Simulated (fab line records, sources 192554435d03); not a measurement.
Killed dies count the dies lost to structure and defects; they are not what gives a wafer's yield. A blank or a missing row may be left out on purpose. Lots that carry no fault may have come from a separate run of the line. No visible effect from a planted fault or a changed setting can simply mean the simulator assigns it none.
8D (eight disciplines) problem report, filled in by code || flow n5 finfet || the parts of the form that need people (team, actions taken, sign-off) are left out

## 1. THE ISSUE
Wafers without a fault read 400.01 C, standard deviation 0.24; susceptor temp C at N5_HKMG_FIN_ALD_71 reads a mean of 403.90 C on 6 wafers belonging to 2 lots. Relative to the usual mean, that is a shift of +16 standard deviations.
The step: deposits TiN, target thk 1 nm, pulse time 1 s, purge time 3 s.
Earliest sighting: wafer L343.3 on ald metal-01 at day 6 01:52. The record has a number at this step for 27 wafers belonging to 9 lots. By rule, "out" or "out of limits" means more than 4 standard deviations away from the usual mean. The rest of the wafers with a number are treated as sound.

## 2. WHAT IT IS, WHAT IT ISN'T
{"question": "which readings at this step", "is": "susceptor temp C", "is not": "heater power w, precursor pulse height rel"}
{"question": "which lots", "is": "L343, L345", "is not": "L337, L341, L354, L355, L356, L357, L359"}
{"question": "which wafers of those lots", "is": "all that have a number", "is not": "-"}
{"question": "read on which tools", "is": "ald metal-01", "is not": "ald metal-02, ald metal-03"}
{"question": "when", "is": "from day 6 01:52", "is not": "up to then (6 sound wafers); but 15 sound wafers of L354, L355, L356, L357, L359 came after"}

## 3. THE SUSPECTS, EACH WITH WHAT RULES IT OUT
Counting: a tool at any process step up to the reading remains a suspect when it ran all the lots that are out and ran no sound lot after the first of those.
- ald metal-01 at N5_HKMG_FIN_ALD_71 (deposits TiN, target thk 1 nm, pulse time 1 s, purge time 3 s): ruled out as a lasting fault. The sound lots L354, L356 went through it after L343, its earliest lot that is out (day 6 01:52).
Left after counting: nothing in the record.

## 4. THE CAUSE (what the simulator had put in)
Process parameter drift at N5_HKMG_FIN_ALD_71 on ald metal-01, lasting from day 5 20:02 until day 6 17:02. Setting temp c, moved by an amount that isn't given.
Counting ruled it out, wrongly.

## 5. THE CHAIN OF EFFECTS, in route order
Rows list readings where the struck wafers' mean (over those with a number) sits beyond 3 standard deviations from the usual. Only readings whose record carries a usual standard deviation are examined. hours: median over the lots of the time between each lot's start at the first step of this table that gives one and its start at this step. sigmas: the change, counted in usual standard deviations.
{"hours": 0, "step": "N5_HKMG_FIN_ALD_71", "reading": "susceptor temp C", "usual": "400.01 C", "on struck wafers": 403.90, "change": "+3.89", "sigmas": "+16"}
Process steps it contains:
- N5_HKMG_FIN_ALD_71: deposits TiN, target thk 1 nm, pulse time 1 s, purge time 3 s.
At these later measuring or inspecting steps, every struck wafer for which the step has a row has a number for every such reading, and none has moved that far: N5_BEOL_M4_RC_MEAS_101.

## 6. HOW IT WOULD HAVE BEEN CAUGHT EARLIER
First out-of-limits reading in this record: day 6 01:52, which is 6 hours after fault onset at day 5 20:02.
